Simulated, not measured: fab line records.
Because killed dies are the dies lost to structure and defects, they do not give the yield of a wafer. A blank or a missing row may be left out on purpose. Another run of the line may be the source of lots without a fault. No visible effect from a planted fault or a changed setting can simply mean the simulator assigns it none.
fab line records / flow n5Finfet / part 2 of 2: steps 25 to 33 of 33
record lots=5 wafers=15 lastDay=19
route steps=1938 shown BEOL_M9@1452 BEOL_M10@1470
lots untouched by any fault: they come from a run of this same line in which no faults occurred
startH: hours from the record's first day to the start of the lot's first wafer shown / waitH: how many hours have passed since the lot's step before this one / " repeats the value in the row above / L1.1+2: several wafers, shown together as one row / - value missing, or start not given / * or withheld: withheld / < > ~ a bound
route shown NAME@n: NAME is a module with steps in the file, n the number in the route of the first one / usual: mean/standard deviation of fault-free wafers / same: alike in all rows / chamber/n: place in a boat / sites: readings site by site / _std_site: how widely they spread, as a standard deviation / _edge_site: outer sites' mean less inner sites' / radiusMm: for every site, how far away it sits from the centre of the wafer / mask NAME#n: copy n / behind: tool/chamber where the wafer was last shaped / hold: reason for holding the lot/hours on hold/outcome of the hold / device: names the non-switching transistor (n, p or np) / end of line: the tests these same wafers got at the end of their route / a step with no rows: only its recipe / killed: the dies lost at the first sort to structure and to defects; this is not the yield of the wafer / map: per-die view of a wafer (x killed, . not killed, _ where there is no die)
set.NAME: setting as actually run; set.NAME@STEP: the setting as run at that earlier step / model.NAME: the simulator's own value behind a step, which no gauge read
lots at selected steps of the route; one table per step, one row per wafer
services: when a tool's chamber went out of use (startH, in hours from the record's first day, below 0 if earlier), for how many hours, and the reason
## steps
# step N5_BEOL_M10_COAT_60
# recipe resist=SiARC tempC=220 timeS=60 spinRpm=1500 resistThkNm=30
# usual resistLineTempC=23.00/0.096 spinSpeedRpm=1500.1/1
lot.wafer=L085.1 tool=lithoTrack-02 chamber=0 startH=- waitH=- resistLineTempC=23.00 spinSpeedRpm=1497.8
lot.wafer=L085.2 tool=lithoTrack-02 chamber=0 startH=- waitH=- resistLineTempC=23.04 spinSpeedRpm=1500.7
lot.wafer=L085.5 tool=lithoTrack-02 chamber=0 startH=- waitH=- resistLineTempC=23.00 spinSpeedRpm=1500.3
lot.wafer=L084.1 tool=lithoTrack-04 chamber=0 startH=- waitH=- resistLineTempC=22.99 spinSpeedRpm=1500.9
lot.wafer=L084.2 tool=lithoTrack-04 chamber=0 startH=- waitH=- resistLineTempC=23.02 spinSpeedRpm=1501.4
lot.wafer=L084.4 tool=lithoTrack-04 chamber=0 startH=- waitH=- resistLineTempC=22.91 spinSpeedRpm=1498.9
lot.wafer=L089.1 tool=lithoTrack-03 chamber=0 startH=- waitH=- resistLineTempC=23.04 spinSpeedRpm=1500.8
lot.wafer=L089.4 tool=lithoTrack-03 chamber=0 startH=- waitH=- resistLineTempC=23.03 spinSpeedRpm=1498.9
lot.wafer=L089.6 tool=lithoTrack-03 chamber=0 startH=- waitH=- resistLineTempC=22.96 spinSpeedRpm=1500.6
lot.wafer=L094.3 tool=lithoTrack-04 chamber=0 startH=- waitH=- resistLineTempC=23.03 spinSpeedRpm=1500.5
lot.wafer=L094.4 tool=lithoTrack-04 chamber=0 startH=- waitH=- resistLineTempC=22.95 spinSpeedRpm=1499.0
lot.wafer=L094.5 tool=lithoTrack-04 chamber=0 startH=- waitH=- resistLineTempC=22.75 spinSpeedRpm=1500.0
lot.wafer=L096.3 tool=lithoTrack-04 chamber=0 startH=- waitH=- resistLineTempC=23.09 spinSpeedRpm=1501.8
lot.wafer=L096.5 tool=lithoTrack-04 chamber=0 startH=- waitH=- resistLineTempC=23.05 spinSpeedRpm=1500.8
lot.wafer=L096.6 tool=lithoTrack-04 chamber=0 startH=- waitH=- resistLineTempC=23.04 spinSpeedRpm=1501.2
# step N5_BEOL_M10_COAT_05
# recipe resist=CAR-ArF spinRpm=1500 resistThkNm=90
# usual resistLineTempC=23.00/0.1 spinSpeedRpm=1500.0/0.99
lot.wafer=L085.1 tool=lithoTrack-02 chamber=0 startH=- waitH=- resistLineTempC=23.06 spinSpeedRpm=1500.3
lot.wafer=L085.2 tool=lithoTrack-02 chamber=0 startH=- waitH=- resistLineTempC=23.14 spinSpeedRpm=1500.4
lot.wafer=L085.5 tool=lithoTrack-02 chamber=0 startH=- waitH=- resistLineTempC=23.13 spinSpeedRpm=1502.0
lot.wafer=L084.1 tool=lithoTrack-04 chamber=0 startH=- waitH=- resistLineTempC=23.12 spinSpeedRpm=1500.5
lot.wafer=L084.2 tool=lithoTrack-04 chamber=0 startH=- waitH=- resistLineTempC=22.91 spinSpeedRpm=1500.5
lot.wafer=L084.4 tool=lithoTrack-04 chamber=0 startH=- waitH=- resistLineTempC=23.06 spinSpeedRpm=1500.5
lot.wafer=L089.1 tool=lithoTrack-03 chamber=0 startH=- waitH=- resistLineTempC=23.11 spinSpeedRpm=1499.8
lot.wafer=L089.4 tool=lithoTrack-03 chamber=0 startH=- waitH=- resistLineTempC=23.03 spinSpeedRpm=1499.8
lot.wafer=L089.6 tool=lithoTrack-03 chamber=0 startH=- waitH=- resistLineTempC=23.06 spinSpeedRpm=1500.3
lot.wafer=L094.3 tool=lithoTrack-04 chamber=0 startH=- waitH=- resistLineTempC=22.84 spinSpeedRpm=1500.2
lot.wafer=L094.4 tool=lithoTrack-04 chamber=0 startH=- waitH=- resistLineTempC=22.94 spinSpeedRpm=1501.1
lot.wafer=L094.5 tool=lithoTrack-04 chamber=0 startH=- waitH=- resistLineTempC=23.03 spinSpeedRpm=1499.9
lot.wafer=L096.3 tool=lithoTrack-04 chamber=0 startH=- waitH=- resistLineTempC=23.11 spinSpeedRpm=1499.8
lot.wafer=L096.5 tool=lithoTrack-04 chamber=0 startH=- waitH=- resistLineTempC=23.15 spinSpeedRpm=1497.8
lot.wafer=L096.6 tool=lithoTrack-04 chamber=0 startH=- waitH=- resistLineTempC=23.11 spinSpeedRpm=1500.2
# step N5_BEOL_M10_EBR_07
# recipe solvent=PGMEA ebrWidthMm=1.5
# usual resistLineTempC=23.00/0.12
lot.wafer=L085.1 tool=lithoTrack-02 chamber=0 startH=- waitH=- resistLineTempC=23.07
lot.wafer=L085.2 tool=lithoTrack-02 chamber=0 startH=- waitH=- resistLineTempC=23.09
lot.wafer=L085.5 tool=lithoTrack-02 chamber=0 startH=- waitH=- resistLineTempC=23.05
lot.wafer=L084.1 tool=lithoTrack-04 chamber=0 startH=- waitH=- resistLineTempC=22.76
lot.wafer=L084.2 tool=lithoTrack-04 chamber=0 startH=- waitH=- resistLineTempC=22.84
lot.wafer=L084.4 tool=lithoTrack-04 chamber=0 startH=- waitH=- resistLineTempC=22.87
lot.wafer=L089.1 tool=lithoTrack-03 chamber=0 startH=- waitH=- resistLineTempC=23.04
lot.wafer=L089.4 tool=lithoTrack-03 chamber=0 startH=- waitH=- resistLineTempC=22.89
lot.wafer=L089.6 tool=lithoTrack-03 chamber=0 startH=- waitH=- resistLineTempC=22.93
lot.wafer=L094.3 tool=lithoTrack-04 chamber=0 startH=- waitH=- resistLineTempC=22.96
lot.wafer=L094.4 tool=lithoTrack-04 chamber=0 startH=- waitH=- resistLineTempC=23.00
lot.wafer=L094.5 tool=lithoTrack-04 chamber=0 startH=- waitH=- resistLineTempC=22.86
lot.wafer=L096.3 tool=lithoTrack-04 chamber=0 startH=- waitH=- resistLineTempC=22.96
lot.wafer=L096.5 tool=lithoTrack-04 chamber=0 startH=- waitH=- resistLineTempC=22.82
lot.wafer=L096.6 tool=lithoTrack-04 chamber=0 startH=- waitH=- resistLineTempC=22.97
# step N5_BEOL_M10_SOFTBAKE_06
# recipe tempC=110 timeS=60 resist=CAR-ArF
# usual resistLineTempC=23.03/0.091
lot.wafer=L085.1 tool=lithoTrack-02 chamber=0 startH=- waitH=- resistLineTempC=23.00
lot.wafer=L085.2 tool=lithoTrack-02 chamber=0 startH=- waitH=- resistLineTempC=22.98
lot.wafer=L085.5 tool=lithoTrack-02 chamber=0 startH=- waitH=- resistLineTempC=23.20
lot.wafer=L084.1 tool=lithoTrack-04 chamber=0 startH=- waitH=- resistLineTempC=23.03
lot.wafer=L084.2 tool=lithoTrack-04 chamber=0 startH=- waitH=- resistLineTempC=22.95
lot.wafer=L084.4 tool=lithoTrack-04 chamber=0 startH=- waitH=- resistLineTempC=23.08
lot.wafer=L089.1 tool=lithoTrack-03 chamber=0 startH=- waitH=- resistLineTempC=22.91
lot.wafer=L089.4 tool=lithoTrack-03 chamber=0 startH=- waitH=- resistLineTempC=23.06
lot.wafer=L089.6 tool=lithoTrack-03 chamber=0 startH=- waitH=- resistLineTempC=23.03
lot.wafer=L094.3 tool=lithoTrack-04 chamber=0 startH=- waitH=- resistLineTempC=22.96
lot.wafer=L094.4 tool=lithoTrack-04 chamber=0 startH=- waitH=- resistLineTempC=22.96
lot.wafer=L094.5 tool=lithoTrack-04 chamber=0 startH=- waitH=- resistLineTempC=23.08
lot.wafer=L096.3 tool=lithoTrack-04 chamber=0 startH=- waitH=- resistLineTempC=23.24
lot.wafer=L096.5 tool=lithoTrack-04 chamber=0 startH=- waitH=- resistLineTempC=23.00
lot.wafer=L096.6 tool=lithoTrack-04 chamber=0 startH=- waitH=- resistLineTempC=23.02
# step N5_BEOL_M10_EXPOSE_08
# recipe maskId=M10 na=1.35 sourceShape=dipole sigmaInner=0.411 sigmaOuter=0.611 polarization=te doseMj=53.75
# usual focusOffsetNm=0.0/0.53
lot.wafer=L085.1 tool=arfiScanner-01 chamber=0 startH=342.97 waitH=- mask=M10#0 focusOffsetNm=0.1
lot.wafer=L085.2 tool=arfiScanner-01 chamber=0 startH=342.97 waitH=- mask=M10#0 focusOffsetNm=-0.2
lot.wafer=L085.5 tool=arfiScanner-01 chamber=0 startH=342.97 waitH=- mask=M10#0 focusOffsetNm=0.5
lot.wafer=L084.1 tool=arfiScanner-02 chamber=0 startH=343.14 waitH=- mask=M10#0 focusOffsetNm=0.0
lot.wafer=L084.2 tool=arfiScanner-02 chamber=0 startH=343.14 waitH=- mask=M10#0 focusOffsetNm=-0.5
lot.wafer=L084.4 tool=arfiScanner-02 chamber=0 startH=343.14 waitH=- mask=M10#0 focusOffsetNm=-0.2
lot.wafer=L089.1 tool=arfiScanner-03 chamber=0 startH=357.72 waitH=- mask=M10#0 focusOffsetNm=0.1
lot.wafer=L089.4 tool=arfiScanner-03 chamber=0 startH=357.72 waitH=- mask=M10#0 focusOffsetNm=0.5
lot.wafer=L089.6 tool=arfiScanner-03 chamber=0 startH=357.72 waitH=- mask=M10#0 focusOffsetNm=-0.7
lot.wafer=L094.3 tool=arfiScanner-01 chamber=0 startH=375.27 waitH=- mask=M10#0 focusOffsetNm=0.6
lot.wafer=L094.4 tool=arfiScanner-01 chamber=0 startH=375.27 waitH=- mask=M10#0 focusOffsetNm=0.5
lot.wafer=L094.5 tool=arfiScanner-01 chamber=0 startH=375.27 waitH=- mask=M10#0 focusOffsetNm=0.1
lot.wafer=L096.3 tool=arfiScanner-02 chamber=0 startH=385.53 waitH=- mask=M10#0 focusOffsetNm=0.3
lot.wafer=L096.5 tool=arfiScanner-02 chamber=0 startH=385.53 waitH=- mask=M10#0 focusOffsetNm=0.0
lot.wafer=L096.6 tool=arfiScanner-02 chamber=0 startH=385.53 waitH=- mask=M10#0 focusOffsetNm=-0.4
# step N5_BEOL_M10_PEB_09
# recipe pebTempC=withheld pebTimeS=60 resist=CAR-ArF
# usual resistLineTempC=23.00/0.1
lot.wafer=L085.1 tool=lithoTrack-03 chamber=0 startH=343.03 waitH=0.1 resistLineTempC=22.91
lot.wafer=L085.2 tool=lithoTrack-03 chamber=0 startH=343.03 waitH=0.1 resistLineTempC=23.07
lot.wafer=L085.5 tool=lithoTrack-03 chamber=0 startH=343.03 waitH=0.1 resistLineTempC=23.07
lot.wafer=L084.1 tool=lithoTrack-03 chamber=0 startH=343.20 waitH=0.1 resistLineTempC=23.11
lot.wafer=L084.2 tool=lithoTrack-03 chamber=0 startH=343.20 waitH=0.1 resistLineTempC=23.01
lot.wafer=L084.4 tool=lithoTrack-03 chamber=0 startH=343.20 waitH=0.1 resistLineTempC=23.05
lot.wafer=L089.1 tool=lithoTrack-03 chamber=0 startH=357.77 waitH=0.1 resistLineTempC=23.09
lot.wafer=L089.4 tool=lithoTrack-03 chamber=0 startH=357.77 waitH=0.1 resistLineTempC=22.94
lot.wafer=L089.6 tool=lithoTrack-03 chamber=0 startH=357.77 waitH=0.1 resistLineTempC=22.95
lot.wafer=L094.3 tool=lithoTrack-02 chamber=0 startH=375.32 waitH=0.0 resistLineTempC=22.98
lot.wafer=L094.4 tool=lithoTrack-02 chamber=0 startH=375.32 waitH=0.0 resistLineTempC=23.19
lot.wafer=L094.5 tool=lithoTrack-02 chamber=0 startH=375.32 waitH=0.0 resistLineTempC=23.11
lot.wafer=L096.3 tool=lithoTrack-04 chamber=0 startH=385.58 waitH=0.0 resistLineTempC=23.09
lot.wafer=L096.5 tool=lithoTrack-04 chamber=0 startH=385.58 waitH=0.0 resistLineTempC=23.00
lot.wafer=L096.6 tool=lithoTrack-04 chamber=0 startH=385.58 waitH=0.0 resistLineTempC=22.96
# step N5_BEOL_M10_DEVELOP_10
# recipe developTimeS=30 developer=TMAH resist=CAR-ArF rinseLiquid=diw dry=airSpin devTempC=23
# usual developerTempC=23.00/0.12 resistLineTempC=23.01/0.11
lot.wafer=L085.1 tool=lithoTrack-03 chamber=0 startH=- waitH=- developerTempC=23.05 resistLineTempC=22.85
lot.wafer=L085.2 tool=lithoTrack-03 chamber=0 startH=- waitH=- developerTempC=23.19 resistLineTempC=22.92
lot.wafer=L085.5 tool=lithoTrack-03 chamber=0 startH=- waitH=- developerTempC=23.17 resistLineTempC=22.98
lot.wafer=L084.1 tool=lithoTrack-03 chamber=0 startH=- waitH=- developerTempC=22.94 resistLineTempC=22.87
lot.wafer=L084.2 tool=lithoTrack-03 chamber=0 startH=- waitH=- developerTempC=22.99 resistLineTempC=23.01
lot.wafer=L084.4 tool=lithoTrack-03 chamber=0 startH=- waitH=- developerTempC=22.97 resistLineTempC=22.86
lot.wafer=L089.1 tool=lithoTrack-03 chamber=0 startH=- waitH=- developerTempC=22.94 resistLineTempC=23.09
lot.wafer=L089.4 tool=lithoTrack-03 chamber=0 startH=- waitH=- developerTempC=23.06 resistLineTempC=23.01
lot.wafer=L089.6 tool=lithoTrack-03 chamber=0 startH=- waitH=- developerTempC=22.80 resistLineTempC=22.93
lot.wafer=L094.3 tool=lithoTrack-02 chamber=0 startH=- waitH=- developerTempC=22.97 resistLineTempC=23.05
lot.wafer=L094.4 tool=lithoTrack-02 chamber=0 startH=- waitH=- developerTempC=22.85 resistLineTempC=23.02
lot.wafer=L094.5 tool=lithoTrack-02 chamber=0 startH=- waitH=- developerTempC=23.01 resistLineTempC=23.01
lot.wafer=L096.3 tool=lithoTrack-04 chamber=0 startH=- waitH=- developerTempC=22.87 resistLineTempC=22.93
lot.wafer=L096.5 tool=lithoTrack-04 chamber=0 startH=- waitH=- developerTempC=22.88 resistLineTempC=22.88
lot.wafer=L096.6 tool=lithoTrack-04 chamber=0 startH=- waitH=- developerTempC=23.01 resistLineTempC=22.89
# step N5_BEOL_M10_CD_MEAS_11
# recipe targetCdNm=64.1 landingEnergyEv=500 detector=seInlens polarity=opening
# usual cdNm=64.0/0.46
lot.wafer=L085.1 tool=cdSem-02 chamber=0 startH=343.10 waitH=- cdNm=64.0
lot.wafer=L085.2 tool=cdSem-02 chamber=0 startH=343.10 waitH=- cdNm=64.0
lot.wafer=L085.5 tool=cdSem-02 chamber=0 startH=343.10 waitH=- cdNm=64.3
lot.wafer=L084.1 tool=cdSem-02 chamber=0 startH=343.26 waitH=- cdNm=64.2
lot.wafer=L084.2 tool=cdSem-02 chamber=0 startH=343.26 waitH=- cdNm=64.6
lot.wafer=L084.4 tool=cdSem-02 chamber=0 startH=343.26 waitH=- cdNm=64.2
lot.wafer=L089.1 tool=cdSem-02 chamber=0 startH=357.84 waitH=- cdNm=65.1
lot.wafer=L089.4 tool=cdSem-02 chamber=0 startH=357.84 waitH=- cdNm=64.5
lot.wafer=L089.6 tool=cdSem-02 chamber=0 startH=357.84 waitH=- cdNm=64.7
lot.wafer=L094.3 tool=cdSem-03 chamber=0 startH=375.38 waitH=- cdNm=64.2
lot.wafer=L094.4 tool=cdSem-03 chamber=0 startH=375.38 waitH=- cdNm=63.2
lot.wafer=L094.5 tool=cdSem-03 chamber=0 startH=375.38 waitH=- cdNm=64.6
lot.wafer=L096.3 tool=cdSem-03 chamber=0 startH=385.64 waitH=- cdNm=64.2
lot.wafer=L096.5 tool=cdSem-03 chamber=0 startH=385.64 waitH=- cdNm=63.8
lot.wafer=L096.6 tool=cdSem-03 chamber=0 startH=385.64 waitH=- cdNm=63.6
# step N5_BEOL_M10_OVL_MEAS_12
# recipe pointsPerWafer=44
# usual M10_OVL=-0.1/0.89
lot.wafer=L085.1 tool=overlay-02 chamber=0 startH=343.13 waitH=0.0 M10_OVL[nm]=-0.2
lot.wafer=L085.2 tool=overlay-02 chamber=0 startH=343.13 waitH=0.0 M10_OVL[nm]=-0.9
lot.wafer=L085.5 tool=overlay-02 chamber=0 startH=343.13 waitH=0.0 M10_OVL[nm]=-0.8
lot.wafer=L084.1 tool=overlay-02 chamber=0 startH=343.29 waitH=0.0 M10_OVL[nm]=-0.8
lot.wafer=L084.2 tool=overlay-02 chamber=0 startH=343.29 waitH=0.0 M10_OVL[nm]=-0.1
lot.wafer=L084.4 tool=overlay-02 chamber=0 startH=343.29 waitH=0.0 M10_OVL[nm]=0.4
lot.wafer=L089.1 tool=overlay-02 chamber=0 startH=357.87 waitH=0.0 M10_OVL[nm]=1.3
lot.wafer=L089.4 tool=overlay-02 chamber=0 startH=357.87 waitH=0.0 M10_OVL[nm]=0.7
lot.wafer=L089.6 tool=overlay-02 chamber=0 startH=357.87 waitH=0.0 M10_OVL[nm]=0.3
lot.wafer=L094.3 tool=overlay-01 chamber=0 startH=375.41 waitH=0.0 M10_OVL[nm]=-0.4
lot.wafer=L094.4 tool=overlay-01 chamber=0 startH=375.41 waitH=0.0 M10_OVL[nm]=-0.8
lot.wafer=L094.5 tool=overlay-01 chamber=0 startH=375.41 waitH=0.0 M10_OVL[nm]=-1.2
lot.wafer=L096.3 tool=overlay-01 chamber=0 startH=385.67 waitH=0.0 M10_OVL[nm]=-1.1
lot.wafer=L096.5 tool=overlay-01 chamber=0 startH=385.67 waitH=0.0 M10_OVL[nm]=-0.7
lot.wafer=L096.6 tool=overlay-01 chamber=0 startH=385.67 waitH=0.0 M10_OVL[nm]=-0.5
## services
tool=cmp-02 chamber=- startH=315.41 hours=6.9 kind=repair
tool=arfiScanner-02 chamber=- startH=324.52 hours=4.9 kind=pm
tool=rtpAnneal-01 chamber=- startH=324.70 hours=5.2 kind=pm
tool=pecvd-04 chamber=- startH=328.99 hours=0.3 kind=repair
tool=wetBench-01 chamber=- startH=334.77 hours=5.5 kind=repair
tool=cvdCo-01 chamber=- startH=336.47 hours=6.0 kind=pm
tool=arfiScanner-02 chamber=- startH=338.05 hours=1.3 kind=pm
tool=uvCure-01 chamber=- startH=340.79 hours=2.1 kind=pm
tool=wetBench-02 chamber=- startH=344.24 hours=5.2 kind=repair
tool=pecvd-04 chamber=0 startH=344.54 hours=23.9 kind=repair
tool=uvCure-02 chamber=- startH=344.70 hours=7.5 kind=pm
tool=pvdSputter-01 chamber=- startH=344.74 hours=1.6 kind=repair
tool=pecvd-03 chamber=2 startH=344.90 hours=2.2 kind=repair
tool=cvdCo-01 chamber=- startH=345.27 hours=0.5 kind=repair
tool=arfiScanner-01 chamber=- startH=348.81 hours=0.8 kind=pm
tool=cmp-04 chamber=- startH=350.63 hours=4.0 kind=pm
tool=pvdSputter-02 chamber=- startH=351.20 hours=11.7 kind=repair
tool=uvCure-02 chamber=- startH=355.44 hours=7.5 kind=pm
tool=uvCure-02 chamber=- startH=362.99 hours=5.0 kind=pm
tool=pecvd-02 chamber=- startH=369.11 hours=3.9 kind=repair
tool=uvCure-03 chamber=- startH=372.66 hours=0.3 kind=repair
tool=uvCure-02 chamber=- startH=374.17 hours=2.2 kind=repair
tool=pvdSputter-03 chamber=- startH=378.22 hours=3.7 kind=repair
tool=pecvd-04 chamber=- startH=382.97 hours=0.7 kind=repair
